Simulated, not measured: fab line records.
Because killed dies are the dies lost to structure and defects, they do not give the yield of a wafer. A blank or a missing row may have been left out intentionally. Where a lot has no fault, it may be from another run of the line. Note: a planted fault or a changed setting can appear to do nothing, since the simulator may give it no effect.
Matching of chambers    flow n5_finfet    N5_FIN_CUT_STRIP_24 on rie_diel-05: 4 sister chambers
The step strips in CF4. 14 wafers are shown with their chamber, then 7 later ones without.

EACH WAFER AND ITS CHAMBER
wafer   chamber  drypump_motor_current_A (A)  showerhead_plenum_p_Torr (Torr)  throttle_valve_pct (%)
L075.1  2        5.2                          1.79                             13.38
L075.5  0        5.8                          1.87                             13.68
L075.6  1        5.6                          1.79                             13.64
L077.2  3        5.8                          1.80                             13.59
L077.5  1        5.6                          1.79                             13.65
L077.6  2        5.2                          1.79                             13.41
L081.1  2        5.3                          1.79                             13.43
L081.4  0        5.8                          1.87                             13.71
L081.6  2        5.2                          1.79                             13.41
L082.1  3        5.8                          1.80                             13.63
L082.2  2        5.3                          1.79                             13.41
L082.5  3        5.8                          1.80                             13.64
L087.2  2        5.3                          1.78                             13.43
L087.3  0        5.8                          1.86                             13.74

SIGNATURES, as means of the wafers listed above
reading                   chamber 0  chamber 1  chamber 2  chamber 3  scatter within a chamber
drypump_motor_current_A   5.800      5.600      5.250      5.800      0.0387
showerhead_plenum_p_Torr  1.8667     1.7900     1.7883     1.8000     0.00387
throttle_valve_pct        13.7100    13.6450    13.4117    13.6200    0.0222
Rule: for each reading, subtract the chamber's mean from the wafer's reading, divide by that reading's scatter and square the result; add these up over the readings and take the root, which gives the wafer's distance from the chamber. If the next closest chamber is less than 2 further off than the closest, the wafer can't be placed; otherwise it belongs to the closest. How the scatter is found: for the shown wafers, subtract from each reading the mean of its chamber, square and add these, divide the total by (wafers less chambers), then take the root.

WAFERS WITH NO CHAMBER GIVEN
wafer   drypump_motor_current_A (A)  showerhead_plenum_p_Torr (Torr)  throttle_valve_pct (%)
L087.5  5.8                          1.79                             13.63
L088.1  5.8                          1.79                             13.65
L088.3  5.6                          1.79                             13.68
L088.5  5.8                          1.86                             13.74
L090.1  5.5                          1.79                             13.68
L090.3  5.8                          1.79                             13.67
L090.4  5.8                          1.86                             13.77

WHICH CHAMBER EACH ONE RAN IN
wafer   from the rows above      in truth
L087.5  3                        3
L088.1  3                        3
L088.3  1                        1
L088.5  0                        0
L090.1  1                        1
L090.3  can't be placed: 3 or 1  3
L090.4  0                        0
6 of 7 placed correctly. Cannot be placed on the basis of these rows: 1; the candidates contain the true chamber in 1. Wrongly placed: 0.
